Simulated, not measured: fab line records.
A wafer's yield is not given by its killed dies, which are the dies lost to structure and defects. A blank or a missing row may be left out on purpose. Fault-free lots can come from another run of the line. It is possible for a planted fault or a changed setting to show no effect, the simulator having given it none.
fab line records / flow n5-finfet
record lots=11 wafers=31 last-day=18
route steps=1938 shown ILD0@345 SDB@357 DUMMY_REMOVAL@382 BEOL_M4@1111
lots that met no fault: taken from a fault-free run of the same line
start-h: hours from the record's opening day to when the first of the lot's shown wafers began / wait-h: how many hours have passed since the lot's step before this one / " repeats the value in the row above / L1.1+2: several wafers, shown together as one row / - no value, or no start given / * or withheld: withheld / < > ~ a bound
route shown NAME@n: a module of which the file shows steps, and the number in the route of the first / usual: mean and standard deviation over wafers with no fault / same: alike in all rows / chamber/n: place in a boat / sites: per-site readings / _std_site: how widely they spread, as a standard deviation / _edge_site: inner sites' mean taken away from outer sites' mean / radius-mm: how far each site lies from the wafer's centre / mask NAME#n: copy n / behind: the tool/chamber that last shaped the wafer / hold: cause of the lot's hold/its duration in hours/its outcome / device: the n, p or np transistor that did not switch / end of line: the route-end tests of the same wafers / for a step that has no rows: nothing shown but its recipe / killed: dies that structure and defects cost at the first sort, which is not the same as the wafer's yield / map: the dies of a wafer, with x for killed, . for not killed, _ for no die there
set.NAME: the setting that was run; set.NAME@STEP: the one run at that earlier step / model.NAME: the simulator's own value behind a step, which no gauge read
one table for each step of the route and one row for each wafer, over a sample of lots
services: from which hour (start-h, from the record's first day; less than 0 if before it) a tool's chamber was out of use, for how many hours, and why
## steps
# step N5_ILD0_THK_MEAS_13
# usual thk-nm=16.9/1.2
lot.wafer=L446.2 tool=film-metro-01 chamber=- start-h=80.40 wait-h=- thk-nm=16.6
lot.wafer=L446.3 tool=film-metro-01 chamber=- start-h=80.40 wait-h=- thk-nm=16.5
lot.wafer=L447.2 tool=film-metro-02 chamber=- start-h=82.47 wait-h=- thk-nm=17.6
lot.wafer=L447.3 tool=film-metro-02 chamber=- start-h=82.47 wait-h=- thk-nm=16.5
lot.wafer=L447.4 tool=film-metro-02 chamber=- start-h=82.47 wait-h=- thk-nm=18.5
lot.wafer=L450.1 tool=film-metro-02 chamber=- start-h=101.83 wait-h=- thk-nm=18.0
lot.wafer=L450.3 tool=film-metro-02 chamber=- start-h=101.83 wait-h=- thk-nm=17.9
lot.wafer=L450.4 tool=film-metro-02 chamber=- start-h=101.83 wait-h=- thk-nm=17.5
lot.wafer=L451.1 tool=film-metro-01 chamber=- start-h=105.93 wait-h=- thk-nm=19.8
lot.wafer=L451.4 tool=film-metro-01 chamber=- start-h=105.93 wait-h=- thk-nm=16.9
lot.wafer=L451.6 tool=film-metro-01 chamber=- start-h=105.93 wait-h=- thk-nm=18.4
lot.wafer=L452.1 tool=film-metro-01 chamber=- start-h=115.89 wait-h=- thk-nm=19.2
lot.wafer=L452.3 tool=film-metro-01 chamber=- start-h=115.89 wait-h=- thk-nm=17.9
lot.wafer=L452.6 tool=film-metro-01 chamber=- start-h=115.89 wait-h=- thk-nm=18.8
lot.wafer=L453.1 tool=film-metro-02 chamber=- start-h=120.03 wait-h=- thk-nm=16.3
lot.wafer=L453.2 tool=film-metro-02 chamber=- start-h=120.03 wait-h=- thk-nm=17.9
lot.wafer=L453.3 tool=film-metro-02 chamber=- start-h=120.03 wait-h=- thk-nm=17.7
lot.wafer=L454.3 tool=film-metro-01 chamber=- start-h=129.04 wait-h=- thk-nm=16.6
lot.wafer=L454.4 tool=film-metro-01 chamber=- start-h=129.04 wait-h=- thk-nm=15.8
lot.wafer=L454.6 tool=film-metro-01 chamber=- start-h=129.04 wait-h=- thk-nm=15.7
lot.wafer=L456.4 tool=film-metro-01 chamber=- start-h=139.53 wait-h=- thk-nm=18.4
lot.wafer=L456.5 tool=film-metro-01 chamber=- start-h=139.53 wait-h=- thk-nm=16.0
lot.wafer=L462.2 tool=film-metro-02 chamber=- start-h=175.34 wait-h=- thk-nm=15.3
lot.wafer=L462.3 tool=film-metro-02 chamber=- start-h=175.34 wait-h=- thk-nm=16.2
lot.wafer=L462.6 tool=film-metro-02 chamber=- start-h=175.34 wait-h=- thk-nm=17.1
lot.wafer=L463.1 tool=film-metro-01 chamber=- start-h=179.80 wait-h=- thk-nm=17.9
lot.wafer=L463.3 tool=film-metro-01 chamber=- start-h=179.80 wait-h=- thk-nm=15.4
lot.wafer=L463.5 tool=film-metro-01 chamber=- start-h=179.80 wait-h=- thk-nm=17.1
lot.wafer=L467.1 tool=film-metro-01 chamber=- start-h=203.33 wait-h=- thk-nm=16.3
lot.wafer=L467.3 tool=film-metro-01 chamber=- start-h=203.33 wait-h=- thk-nm=17.0
lot.wafer=L467.4 tool=film-metro-01 chamber=- start-h=203.33 wait-h=- thk-nm=16.2
# step N5_SDB_OVL_MEAS_12
# recipe points-per-wafer=44
# usual SDB_OVL=-0.2/0.74
lot.wafer=L446.2 tool=overlay-01 chamber=0 start-h=80.95 wait-h=0.0 SDB_OVL[nm]=0.4
lot.wafer=L446.3 tool=overlay-01 chamber=0 start-h=80.95 wait-h=0.0 SDB_OVL[nm]=0.0
lot.wafer=L447.2 tool=overlay-01 chamber=0 start-h=83.02 wait-h=0.0 SDB_OVL[nm]=-0.4
lot.wafer=L447.3 tool=overlay-01 chamber=0 start-h=83.02 wait-h=0.0 SDB_OVL[nm]=0.6
lot.wafer=L447.4 tool=overlay-01 chamber=0 start-h=83.02 wait-h=0.0 SDB_OVL[nm]=-0.2
lot.wafer=L450.1 tool=overlay-02 chamber=0 start-h=102.38 wait-h=0.0 SDB_OVL[nm]=0.7
lot.wafer=L450.3 tool=overlay-02 chamber=0 start-h=102.38 wait-h=0.0 SDB_OVL[nm]=1.2
lot.wafer=L450.4 tool=overlay-02 chamber=0 start-h=102.38 wait-h=0.0 SDB_OVL[nm]=0.9
lot.wafer=L451.1 tool=overlay-02 chamber=0 start-h=106.47 wait-h=0.0 SDB_OVL[nm]=0.2
lot.wafer=L451.4 tool=overlay-02 chamber=0 start-h=106.47 wait-h=0.0 SDB_OVL[nm]=-0.9
lot.wafer=L451.6 tool=overlay-02 chamber=0 start-h=106.47 wait-h=0.0 SDB_OVL[nm]=-0.9
lot.wafer=L452.1 tool=overlay-01 chamber=0 start-h=116.43 wait-h=0.0 SDB_OVL[nm]=0.3
lot.wafer=L452.3 tool=overlay-01 chamber=0 start-h=116.43 wait-h=0.0 SDB_OVL[nm]=-0.2
lot.wafer=L452.6 tool=overlay-01 chamber=0 start-h=116.43 wait-h=0.0 SDB_OVL[nm]=-0.2
lot.wafer=L453.1 tool=overlay-01 chamber=0 start-h=120.48 wait-h=0.0 SDB_OVL[nm]=-0.6
lot.wafer=L453.2 tool=overlay-01 chamber=0 start-h=120.48 wait-h=0.0 SDB_OVL[nm]=0.4
lot.wafer=L453.3 tool=overlay-01 chamber=0 start-h=120.48 wait-h=0.0 SDB_OVL[nm]=-0.4
lot.wafer=L454.3 tool=overlay-02 chamber=0 start-h=129.59 wait-h=0.0 SDB_OVL[nm]=0.7
lot.wafer=L454.4 tool=overlay-02 chamber=0 start-h=129.59 wait-h=0.0 SDB_OVL[nm]=-0.1
lot.wafer=L454.6 tool=overlay-02 chamber=0 start-h=129.59 wait-h=0.0 SDB_OVL[nm]=0.6
lot.wafer=L456.4 tool=overlay-01 chamber=0 start-h=140.10 wait-h=0.0 SDB_OVL[nm]=-0.8
lot.wafer=L456.5 tool=overlay-01 chamber=0 start-h=140.10 wait-h=0.0 SDB_OVL[nm]=0.4
lot.wafer=L462.2 tool=overlay-01 chamber=0 start-h=175.88 wait-h=0.0 SDB_OVL[nm]=-0.2
lot.wafer=L462.3 tool=overlay-01 chamber=0 start-h=175.88 wait-h=0.0 SDB_OVL[nm]=-1.5
lot.wafer=L462.6 tool=overlay-01 chamber=0 start-h=175.88 wait-h=0.0 SDB_OVL[nm]=-1.1
lot.wafer=L463.1 tool=overlay-02 chamber=0 start-h=180.35 wait-h=0.0 SDB_OVL[nm]=-0.5
lot.wafer=L463.3 tool=overlay-02 chamber=0 start-h=180.35 wait-h=0.0 SDB_OVL[nm]=0.4
lot.wafer=L463.5 tool=overlay-02 chamber=0 start-h=180.35 wait-h=0.0 SDB_OVL[nm]=0.0
lot.wafer=L467.1 tool=overlay-02 chamber=0 start-h=203.87 wait-h=0.0 SDB_OVL[nm]=-0.9
lot.wafer=L467.3 tool=overlay-02 chamber=0 start-h=203.87 wait-h=0.0 SDB_OVL[nm]=0.5
lot.wafer=L467.4 tool=overlay-02 chamber=0 start-h=203.87 wait-h=0.0 SDB_OVL[nm]=-0.3
# step N5_SDB_INSPECT_13
# recipe mode=adi inspect-instrument=brightfield
# usual raw-defect-count=84/37
lot.wafer=L446.2 tool=defect-inspect-01 chamber=- start-h=80.97 wait-h=0.0 raw-defect-count=69
lot.wafer=L446.3 tool=defect-inspect-01 chamber=- start-h=80.97 wait-h=0.0 raw-defect-count=170
lot.wafer=L447.2 tool=defect-inspect-02 chamber=- start-h=83.04 wait-h=0.0 raw-defect-count=113
lot.wafer=L447.3 tool=defect-inspect-02 chamber=- start-h=83.04 wait-h=0.0 raw-defect-count=124
lot.wafer=L447.4 tool=defect-inspect-02 chamber=- start-h=83.04 wait-h=0.0 raw-defect-count=64
lot.wafer=L450.1 tool=defect-inspect-02 chamber=- start-h=102.40 wait-h=0.0 raw-defect-count=90
lot.wafer=L450.3 tool=defect-inspect-02 chamber=- start-h=102.40 wait-h=0.0 raw-defect-count=181
lot.wafer=L450.4 tool=defect-inspect-02 chamber=- start-h=102.40 wait-h=0.0 raw-defect-count=116
lot.wafer=L451.1 tool=defect-inspect-01 chamber=- start-h=106.49 wait-h=0.0 raw-defect-count=79
lot.wafer=L451.4 tool=defect-inspect-01 chamber=- start-h=106.49 wait-h=0.0 raw-defect-count=62
lot.wafer=L451.6 tool=defect-inspect-01 chamber=- start-h=106.49 wait-h=0.0 raw-defect-count=72
lot.wafer=L452.1 tool=defect-inspect-02 chamber=- start-h=116.46 wait-h=0.0 raw-defect-count=99
lot.wafer=L452.3 tool=defect-inspect-02 chamber=- start-h=116.46 wait-h=0.0 raw-defect-count=59
lot.wafer=L452.6 tool=defect-inspect-02 chamber=- start-h=116.46 wait-h=0.0 raw-defect-count=45
lot.wafer=L453.1 tool=defect-inspect-01 chamber=- start-h=120.50 wait-h=0.0 raw-defect-count=151
lot.wafer=L453.2 tool=defect-inspect-01 chamber=- start-h=120.50 wait-h=0.0 raw-defect-count=131
lot.wafer=L453.3 tool=defect-inspect-01 chamber=- start-h=120.50 wait-h=0.0 raw-defect-count=181
lot.wafer=L454.3 tool=defect-inspect-01 chamber=- start-h=129.61 wait-h=0.0 raw-defect-count=80
lot.wafer=L454.4 tool=defect-inspect-01 chamber=- start-h=129.61 wait-h=0.0 raw-defect-count=113
lot.wafer=L454.6 tool=defect-inspect-01 chamber=- start-h=129.61 wait-h=0.0 raw-defect-count=101
lot.wafer=L456.4 tool=defect-inspect-01 chamber=- start-h=140.13 wait-h=0.0 raw-defect-count=65
lot.wafer=L456.5 tool=defect-inspect-01 chamber=- start-h=140.13 wait-h=0.0 raw-defect-count=73
lot.wafer=L462.2 tool=defect-inspect-01 chamber=- start-h=175.91 wait-h=0.0 raw-defect-count=114
lot.wafer=L462.3 tool=defect-inspect-01 chamber=- start-h=175.91 wait-h=0.0 raw-defect-count=73
lot.wafer=L462.6 tool=defect-inspect-01 chamber=- start-h=175.91 wait-h=0.0 raw-defect-count=96
lot.wafer=L463.1 tool=defect-inspect-02 chamber=- start-h=180.37 wait-h=0.0 raw-defect-count=98
lot.wafer=L463.3 tool=defect-inspect-02 chamber=- start-h=180.37 wait-h=0.0 raw-defect-count=78
lot.wafer=L463.5 tool=defect-inspect-02 chamber=- start-h=180.37 wait-h=0.0 raw-defect-count=48
lot.wafer=L467.1 tool=defect-inspect-01 chamber=- start-h=203.89 wait-h=0.0 raw-defect-count=40
lot.wafer=L467.3 tool=defect-inspect-01 chamber=- start-h=203.89 wait-h=0.0 raw-defect-count=98
lot.wafer=L467.4 tool=defect-inspect-01 chamber=- start-h=203.89 wait-h=0.0 raw-defect-count=55
# step N5_DUMMY_REMOVAL_PRECLEAN_08
# recipe chemistry=NF3:NH3 afs-cycles=2 temp-c=30 time-s=20 sublimation-temp-c=180 sublimation-time-s=60 pressure-torr=3 rf-power-w=30
# usual pressure-torr=3.000/0.0059 temp-c=29.99/0.099
# same time-s=20
lot.wafer=L446.2 tool=remote-plasma-01 chamber=1 start-h=86.39 wait-h=0.1 pressure-torr=3.005 temp-c=29.98
lot.wafer=L446.3 tool=remote-plasma-01 chamber=1 start-h=86.39 wait-h=0.1 pressure-torr=3.003 temp-c=29.81
lot.wafer=L447.2 tool=remote-plasma-02 chamber=0 start-h=87.25 wait-h=0.1 pressure-torr=2.999 temp-c=30.00
lot.wafer=L447.3 tool=remote-plasma-02 chamber=0 start-h=87.25 wait-h=0.1 pressure-torr=3.002 temp-c=29.93
lot.wafer=L447.4 tool=remote-plasma-02 chamber=0 start-h=87.25 wait-h=0.1 pressure-torr=2.999 temp-c=30.05
lot.wafer=L450.1 tool=remote-plasma-01 chamber=0 start-h=106.90 wait-h=0.0 pressure-torr=2.988 temp-c=29.99
lot.wafer=L450.3 tool=remote-plasma-01 chamber=0 start-h=106.90 wait-h=0.0 pressure-torr=2.999 temp-c=30.10
lot.wafer=L450.4 tool=remote-plasma-01 chamber=0 start-h=106.90 wait-h=0.0 pressure-torr=2.996 temp-c=30.07
lot.wafer=L451.1 tool=remote-plasma-01 chamber=0 start-h=110.77 wait-h=0.0 pressure-torr=3.003 temp-c=29.83
lot.wafer=L451.4 tool=remote-plasma-01 chamber=0 start-h=110.77 wait-h=0.0 pressure-torr=2.999 temp-c=29.97
lot.wafer=L451.6 tool=remote-plasma-01 chamber=0 start-h=110.77 wait-h=0.0 pressure-torr=3.003 temp-c=29.87
lot.wafer=L452.1 tool=remote-plasma-02 chamber=0 start-h=120.60 wait-h=0.0 pressure-torr=2.986 temp-c=30.01
lot.wafer=L452.3 tool=remote-plasma-02 chamber=0 start-h=120.60 wait-h=0.0 pressure-torr=2.994 temp-c=29.93
lot.wafer=L452.6 tool=remote-plasma-02 chamber=0 start-h=120.60 wait-h=0.0 pressure-torr=2.992 temp-c=30.05
lot.wafer=L453.1 tool=remote-plasma-01 chamber=0 start-h=125.59 wait-h=0.0 pressure-torr=3.000 temp-c=29.97
lot.wafer=L453.2 tool=remote-plasma-01 chamber=0 start-h=125.59 wait-h=0.0 pressure-torr=3.002 temp-c=29.88
lot.wafer=L453.3 tool=remote-plasma-01 chamber=0 start-h=125.59 wait-h=0.0 pressure-torr=2.996 temp-c=29.96
lot.wafer=L454.3 tool=remote-plasma-02 chamber=0 start-h=133.89 wait-h=0.1 pressure-torr=3.004 temp-c=30.07
lot.wafer=L454.4 tool=remote-plasma-02 chamber=0 start-h=133.89 wait-h=0.1 pressure-torr=2.997 temp-c=30.02
lot.wafer=L454.6 tool=remote-plasma-02 chamber=0 start-h=133.89 wait-h=0.1 pressure-torr=3.005 temp-c=30.15
lot.wafer=L456.4 tool=remote-plasma-01 chamber=0 start-h=144.52 wait-h=0.1 pressure-torr=3.003 temp-c=30.01
lot.wafer=L456.5 tool=remote-plasma-01 chamber=0 start-h=144.52 wait-h=0.1 pressure-torr=2.997 temp-c=30.12
lot.wafer=L462.2 tool=remote-plasma-01 chamber=0 start-h=180.80 wait-h=0.1 pressure-torr=2.992 temp-c=28.68
lot.wafer=L462.3 tool=remote-plasma-01 chamber=0 start-h=180.80 wait-h=0.1 pressure-torr=3.001 temp-c=28.77
lot.wafer=L462.6 tool=remote-plasma-01 chamber=0 start-h=180.80 wait-h=0.1 pressure-torr=3.002 temp-c=28.54
lot.wafer=L463.1 tool=remote-plasma-01 chamber=0 start-h=184.63 wait-h=0.0 pressure-torr=2.996 temp-c=28.78
lot.wafer=L463.3 tool=remote-plasma-01 chamber=0 start-h=184.63 wait-h=0.0 pressure-torr=3.005 temp-c=28.65
lot.wafer=L463.5 tool=remote-plasma-01 chamber=0 start-h=184.63 wait-h=0.0 pressure-torr=3.006 temp-c=28.65
lot.wafer=L467.1 tool=remote-plasma-02 chamber=1 start-h=208.20 wait-h=0.0 pressure-torr=3.012 temp-c=30.03
lot.wafer=L467.3 tool=remote-plasma-02 chamber=1 start-h=208.20 wait-h=0.0 pressure-torr=3.011 temp-c=29.94
lot.wafer=L467.4 tool=remote-plasma-02 chamber=1 start-h=208.20 wait-h=0.0 pressure-torr=3.004 temp-c=30.08
# step N5_BEOL_M4_RC_MEAS_101
# usual DIBL_N=36.0/2.2 DIBL_P=36.2/2.4 IOFF_N=0.16/0.035 IOFF_P=0.21/0.037 ION_N=672/13 ION_P=461/7 SS_N=71.4/0.69 SS_P=73.2/0.75 VT_N=250/3.4 VT_P=-251/3
lot.wafer=L446.2 tool=prober-01 chamber=0 start-h=202.54 wait-h=0.2 DIBL_N[mV/V]=38.5 DIBL_P[mV/V]=37.1 IOFF_N[nA/um]=0.18 IOFF_P[nA/um]=0.22 ION_N[uA/um]=671 ION_P[uA/um]=458 SS_N[mV/dec]=72.7 SS_P[mV/dec]=73.8 VT_N[mV]=247 VT_P[mV]=-250
lot.wafer=L446.3 tool=prober-01 chamber=0 start-h=202.54 wait-h=0.2 DIBL_N[mV/V]=39.2 DIBL_P[mV/V]=37.9 IOFF_N[nA/um]=0.21 IOFF_P[nA/um]=0.24 ION_N[uA/um]=679 ION_P[uA/um]=458 SS_N[mV/dec]=71.8 SS_P[mV/dec]=73.9 VT_N[mV]=248 VT_P[mV]=-246
lot.wafer=L447.2 tool=prober-01 chamber=0 start-h=207.96 wait-h=0.3 DIBL_N[mV/V]=37.4 DIBL_P[mV/V]=36.8 IOFF_N[nA/um]=0.14 IOFF_P[nA/um]=0.21 ION_N[uA/um]=676 ION_P[uA/um]=465 SS_N[mV/dec]=71.4 SS_P[mV/dec]=73.0 VT_N[mV]=254 VT_P[mV]=-247
lot.wafer=L447.3 tool=prober-01 chamber=0 start-h=207.96 wait-h=0.3 DIBL_N[mV/V]=36.3 DIBL_P[mV/V]=36.0 IOFF_N[nA/um]=0.13 IOFF_P[nA/um]=0.20 ION_N[uA/um]=670 ION_P[uA/um]=468 SS_N[mV/dec]=71.3 SS_P[mV/dec]=72.5 VT_N[mV]=252 VT_P[mV]=-250
lot.wafer=L447.4 tool=prober-01 chamber=0 start-h=207.96 wait-h=0.3 DIBL_N[mV/V]=33.0 DIBL_P[mV/V]=32.4 IOFF_N[nA/um]=0.09 IOFF_P[nA/um]=0.15 ION_N[uA/um]=649 ION_P[uA/um]=456 SS_N[mV/dec]=70.2 SS_P[mV/dec]=72.0 VT_N[mV]=257 VT_P[mV]=-251
lot.wafer=L450.1 tool=prober-01 chamber=0 start-h=235.09 wait-h=0.0 DIBL_N[mV/V]=35.2 DIBL_P[mV/V]=34.8 IOFF_N[nA/um]=0.14 IOFF_P[nA/um]=0.18 ION_N[uA/um]=665 ION_P[uA/um]=455 SS_N[mV/dec]=71.1 SS_P[mV/dec]=72.2 VT_N[mV]=253 VT_P[mV]=-255
lot.wafer=L450.3 tool=prober-01 chamber=0 start-h=235.09 wait-h=0.0 DIBL_N[mV/V]=32.3 DIBL_P[mV/V]=32.9 IOFF_N[nA/um]=0.11 IOFF_P[nA/um]=0.16 ION_N[uA/um]=655 ION_P[uA/um]=454 SS_N[mV/dec]=70.3 SS_P[mV/dec]=71.8 VT_N[mV]=254 VT_P[mV]=-252
lot.wafer=L450.4 tool=prober-01 chamber=0 start-h=235.09 wait-h=0.0 DIBL_N[mV/V]=35.6 DIBL_P[mV/V]=36.0 IOFF_N[nA/um]=0.14 IOFF_P[nA/um]=0.19 ION_N[uA/um]=667 ION_P[uA/um]=461 SS_N[mV/dec]=71.0 SS_P[mV/dec]=72.8 VT_N[mV]=251 VT_P[mV]=-254
lot.wafer=L451.1 tool=prober-02 chamber=0 start-h=235.70 wait-h=0.0 DIBL_N[mV/V]=34.2 DIBL_P[mV/V]=33.5 IOFF_N[nA/um]=0.13 IOFF_P[nA/um]=0.18 ION_N[uA/um]=675 ION_P[uA/um]=465 SS_N[mV/dec]=70.3 SS_P[mV/dec]=72.5 VT_N[mV]=252 VT_P[mV]=-250
lot.wafer=L451.4 tool=prober-02 chamber=0 start-h=235.70 wait-h=0.0 DIBL_N[mV/V]=36.7 DIBL_P[mV/V]=37.9 IOFF_N[nA/um]=0.18 IOFF_P[nA/um]=0.24 ION_N[uA/um]=684 ION_P[uA/um]=471 SS_N[mV/dec]=71.8 SS_P[mV/dec]=73.6 VT_N[mV]=246 VT_P[mV]=-246
lot.wafer=L451.6 tool=prober-02 chamber=0 start-h=235.70 wait-h=0.0 DIBL_N[mV/V]=36.2 DIBL_P[mV/V]=36.5 IOFF_N[nA/um]=0.16 IOFF_P[nA/um]=0.22 ION_N[uA/um]=683 ION_P[uA/um]=460 SS_N[mV/dec]=70.8 SS_P[mV/dec]=73.1 VT_N[mV]=249 VT_P[mV]=-250
lot.wafer=L452.1 tool=prober-01 chamber=0 start-h=240.70 wait-h=0.0 DIBL_N[mV/V]=38.1 DIBL_P[mV/V]=37.4 IOFF_N[nA/um]=0.20 IOFF_P[nA/um]=0.21 ION_N[uA/um]=667 ION_P[uA/um]=455 SS_N[mV/dec]=72.1 SS_P[mV/dec]=73.1 VT_N[mV]=250 VT_P[mV]=-252
lot.wafer=L452.3 tool=prober-01 chamber=0 start-h=240.70 wait-h=0.0 DIBL_N[mV/V]=38.7 DIBL_P[mV/V]=40.3 IOFF_N[nA/um]=0.22 IOFF_P[nA/um]=0.26 ION_N[uA/um]=690 ION_P[uA/um]=466 SS_N[mV/dec]=71.9 SS_P[mV/dec]=74.4 VT_N[mV]=244 VT_P[mV]=-246
lot.wafer=L452.6 tool=prober-01 chamber=0 start-h=240.70 wait-h=0.0 DIBL_N[mV/V]=37.8 DIBL_P[mV/V]=39.1 IOFF_N[nA/um]=0.19 IOFF_P[nA/um]=0.23 ION_N[uA/um]=677 ION_P[uA/um]=459 SS_N[mV/dec]=71.7 SS_P[mV/dec]=73.5 VT_N[mV]=248 VT_P[mV]=-252
lot.wafer=L453.1 tool=prober-02 chamber=0 start-h=261.06 wait-h=0.0 DIBL_N[mV/V]=40.6 DIBL_P[mV/V]=41.8 IOFF_N[nA/um]=0.22 IOFF_P[nA/um]=0.27 ION_N[uA/um]=697 ION_P[uA/um]=467 SS_N[mV/dec]=72.3 SS_P[mV/dec]=74.2 VT_N[mV]=246 VT_P[mV]=-247
lot.wafer=L453.2 tool=prober-02 chamber=0 start-h=261.06 wait-h=0.0 DIBL_N[mV/V]=37.0 DIBL_P[mV/V]=38.9 IOFF_N[nA/um]=0.14 IOFF_P[nA/um]=0.20 ION_N[uA/um]=661 ION_P[uA/um]=457 SS_N[mV/dec]=71.7 SS_P[mV/dec]=73.3 VT_N[mV]=254 VT_P[mV]=-249
lot.wafer=L453.3 tool=prober-02 chamber=0 start-h=261.06 wait-h=0.0 DIBL_N[mV/V]=39.7 DIBL_P[mV/V]=41.3 IOFF_N[nA/um]=0.20 IOFF_P[nA/um]=0.24 ION_N[uA/um]=671 ION_P[uA/um]=457 SS_N[mV/dec]=72.9 SS_P[mV/dec]=74.5 VT_N[mV]=247 VT_P[mV]=-249
lot.wafer=L454.3 tool=prober-02 chamber=0 start-h=264.73 wait-h=0.3 DIBL_N[mV/V]=34.0 DIBL_P[mV/V]=32.1 IOFF_N[nA/um]=0.13 IOFF_P[nA/um]=0.18 ION_N[uA/um]=666 ION_P[uA/um]=458 SS_N[mV/dec]=71.1 SS_P[mV/dec]=72.2 VT_N[mV]=253 VT_P[mV]=-250
lot.wafer=L454.4 tool=prober-02 chamber=0 start-h=264.73 wait-h=0.3 DIBL_N[mV/V]=36.6 DIBL_P[mV/V]=35.7 IOFF_N[nA/um]=0.18 IOFF_P[nA/um]=0.24 ION_N[uA/um]=673 ION_P[uA/um]=470 SS_N[mV/dec]=72.5 SS_P[mV/dec]=73.2 VT_N[mV]=246 VT_P[mV]=-246
lot.wafer=L454.6 tool=prober-02 chamber=0 start-h=264.73 wait-h=0.3 DIBL_N[mV/V]=33.7 DIBL_P[mV/V]=32.3 IOFF_N[nA/um]=0.12 IOFF_P[nA/um]=0.18 ION_N[uA/um]=665 ION_P[uA/um]=460 SS_N[mV/dec]=70.4 SS_P[mV/dec]=72.5 VT_N[mV]=253 VT_P[mV]=-248
lot.wafer=L456.4 tool=prober-02 chamber=0 start-h=271.60 wait-h=0.5 DIBL_N[mV/V]=37.4 DIBL_P[mV/V]=37.5 IOFF_N[nA/um]=0.16 IOFF_P[nA/um]=0.22 ION_N[uA/um]=669 ION_P[uA/um]=457 SS_N[mV/dec]=71.3 SS_P[mV/dec]=73.8 VT_N[mV]=252 VT_P[mV]=-249
lot.wafer=L456.5 tool=prober-02 chamber=0 start-h=271.60 wait-h=0.5 DIBL_N[mV/V]=40.8 DIBL_P[mV/V]=40.8 IOFF_N[nA/um]=0.24 IOFF_P[nA/um]=0.28 ION_N[uA/um]=692 ION_P[uA/um]=470 SS_N[mV/dec]=72.7 SS_P[mV/dec]=74.1 VT_N[mV]=244 VT_P[mV]=-248
lot.wafer=L462.2 tool=prober-01 chamber=0 start-h=304.76 wait-h=0.2 DIBL_N[mV/V]=40.8 DIBL_P[mV/V]=41.0 IOFF_N[nA/um]=0.26 IOFF_P[nA/um]=0.30 ION_N[uA/um]=700 ION_P[uA/um]=476 SS_N[mV/dec]=72.6 SS_P[mV/dec]=75.2 VT_N[mV]=243 VT_P[mV]=-247
lot.wafer=L462.3 tool=prober-01 chamber=0 start-h=304.76 wait-h=0.2 DIBL_N[mV/V]=38.2 DIBL_P[mV/V]=37.1 IOFF_N[nA/um]=0.18 IOFF_P[nA/um]=0.23 ION_N[uA/um]=689 ION_P[uA/um]=466 SS_N[mV/dec]=71.8 SS_P[mV/dec]=73.5 VT_N[mV]=249 VT_P[mV]=-251
lot.wafer=L462.6 tool=prober-01 chamber=0 start-h=304.76 wait-h=0.2 DIBL_N[mV/V]=38.8 DIBL_P[mV/V]=38.1 IOFF_N[nA/um]=0.20 IOFF_P[nA/um]=0.24 ION_N[uA/um]=691 ION_P[uA/um]=462 SS_N[mV/dec]=71.8 SS_P[mV/dec]=74.7 VT_N[mV]=249 VT_P[mV]=-249
lot.wafer=L463.1 tool=prober-02 chamber=0 start-h=322.04 wait-h=0.0 DIBL_N[mV/V]=34.9 DIBL_P[mV/V]=35.1 IOFF_N[nA/um]=0.14 IOFF_P[nA/um]=0.18 ION_N[uA/um]=658 ION_P[uA/um]=455 SS_N[mV/dec]=70.9 SS_P[mV/dec]=72.9 VT_N[mV]=252 VT_P[mV]=-250
lot.wafer=L463.3 tool=prober-02 chamber=0 start-h=322.04 wait-h=0.0 DIBL_N[mV/V]=33.5 DIBL_P[mV/V]=33.6 IOFF_N[nA/um]=0.11 IOFF_P[nA/um]=0.16 ION_N[uA/um]=644 ION_P[uA/um]=447 SS_N[mV/dec]=70.1 SS_P[mV/dec]=71.8 VT_N[mV]=255 VT_P[mV]=-254
lot.wafer=L463.5 tool=prober-02 chamber=0 start-h=322.04 wait-h=0.0 DIBL_N[mV/V]=33.5 DIBL_P[mV/V]=34.2 IOFF_N[nA/um]=0.12 IOFF_P[nA/um]=0.16 ION_N[uA/um]=649 ION_P[uA/um]=451 SS_N[mV/dec]=70.0 SS_P[mV/dec]=71.6 VT_N[mV]=255 VT_P[mV]=-253
lot.wafer=L467.1 tool=prober-01 chamber=0 start-h=341.10 wait-h=0.0 DIBL_N[mV/V]=36.0 DIBL_P[mV/V]=35.5 IOFF_N[nA/um]=0.14 IOFF_P[nA/um]=0.20 ION_N[uA/um]=676 ION_P[uA/um]=466 SS_N[mV/dec]=70.8 SS_P[mV/dec]=73.0 VT_N[mV]=251 VT_P[mV]=-249
lot.wafer=L467.3 tool=prober-01 chamber=0 start-h=341.10 wait-h=0.0 DIBL_N[mV/V]=37.5 DIBL_P[mV/V]=37.4 IOFF_N[nA/um]=0.18 IOFF_P[nA/um]=0.24 ION_N[uA/um]=682 ION_P[uA/um]=473 SS_N[mV/dec]=71.7 SS_P[mV/dec]=73.2 VT_N[mV]=249 VT_P[mV]=-247
lot.wafer=L467.4 tool=prober-01 chamber=0 start-h=341.10 wait-h=0.0 DIBL_N[mV/V]=36.2 DIBL_P[mV/V]=36.2 IOFF_N[nA/um]=0.16 IOFF_P[nA/um]=0.21 ION_N[uA/um]=678 ION_P[uA/um]=466 SS_N[mV/dec]=71.3 SS_P[mV/dec]=73.0 VT_N[mV]=250 VT_P[mV]=-248
## services
tool=remote-plasma-02 chamber=- start-h=131.76 hours=0.6 kind=repair
## key
first-sign step=N5_DUMMY_REMOVAL_PRECLEAN_08 reading=temp-c direction=down sigmas=13 usual=* struck=*
effect none on later readings
met-at N5_DUMMY_REMOVAL_PRECLEAN_08
struck-lots L462,L463
struck-wafers L462.2,L462.3,L462.6,L463.1,L463.3,L463.5
not-acting-at N5_ILD0_THK_MEAS_13,N5_SDB_OVL_MEAS_12,N5_SDB_INSPECT_13
onset-between 144.52 180.80
fault kind=process-parameter-drift tool=remote-plasma-01 chamber=0 onset-h=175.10 steps=N5_DUMMY_REMOVAL_PRECLEAN_08 channel=temp-c offset=* shape=step end-h=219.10 acts-in=* stated=*
